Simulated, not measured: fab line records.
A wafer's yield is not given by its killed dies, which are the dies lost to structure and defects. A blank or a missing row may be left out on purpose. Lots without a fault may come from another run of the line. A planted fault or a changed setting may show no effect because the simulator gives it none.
Matching of chambers | flow n5Finfet | N5_SD_EPI_P_ETCH_16 on rieDiel-02: 3 sister chambers
The step etches SiO2 in CHF3/O2, target depth 5 nm. 14 wafers are shown with their chamber, then 5 later ones without.

== EACH WAFER AND ITS CHAMBER ==
wafer  | chamber | showerheadPlenumPTorr (Torr) | throttleValvePct (%) | oesProductAu (a.u.)
L078.1 | 2       | 2.40                         | 18.65                | 0.75
L078.5 | 3       | 2.49                         | 19.08                | 0.68
L078.6 | 2       | 2.40                         | 18.66                | 0.76
L079.1 | 2       | 2.40                         | 18.66                | 0.76
L079.3 | 3       | 2.48                         | 19.08                | 0.67
L079.5 | 1       | 2.33                         | 18.76                | 0.77
L082.2 | 2       | 2.40                         | 18.70                | 0.74
L082.3 | 3       | 2.48                         | 19.08                | 0.67
L082.5 | 1       | 2.33                         | 18.78                | 0.77
L088.2 | 3       | 2.48                         | 19.12                | 0.67
L088.3 | 2       | 2.40                         | 18.70                | 0.74
L088.5 | 1       | 2.32                         | 18.77                | 0.77
L089.1 | 1       | 2.32                         | 18.78                | 0.76
L089.2 | 3       | 2.48                         | 19.10                | 0.67

SIGNATURES, as means of the wafers listed above
reading               | chamber 1 | chamber 2 | chamber 3 | scatter within a chamber
showerheadPlenumPTorr | 2.3250    | 2.4000    | 2.4820    | 0.00405
throttleValvePct      | 18.7725   | 18.6740   | 19.0920   | 0.0188
oesProductAu          | 0.7675    | 0.7500    | 0.6720    | 0.0071
Rule: for a wafer and a chamber, the distance is found by dividing, reading by reading, the gap between the wafer's reading and the chamber's mean by the reading's scatter, squaring, summing and taking the root. If the next closest chamber is less than 2 further off than the closest, the wafer can't be placed; otherwise it belongs to the closest. The scatter is the square root of a quotient: the sum, over the shown wafers, of each reading's squared deviation from its chamber's mean, divided by wafers minus chambers.

== WAFERS WHOSE CHAMBER IS MISSING ==
wafer  | showerheadPlenumPTorr (Torr) | throttleValvePct (%) | oesProductAu (a.u.)
L089.3 | 2.40                         | 18.70                | 0.74
L095.1 | 2.39                         | 18.70                | 0.73
L095.4 | 2.39                         | 18.71                | 0.73
L096.5 | 2.32                         | 18.80                | 0.75
L096.6 | 2.39                         | 18.73                | 0.73

== CHAMBER TAKEN BY EACH ==
wafer  | from the rows above | in truth
L089.3 | 2                   | 2
L095.1 | 2                   | 2
L095.4 | 2                   | 2
L096.5 | 1                   | 1
L096.6 | 2                   | 2
Correctly placed: 5 of 5. From these rows, 0 cannot be placed. Wrongly placed: 0.
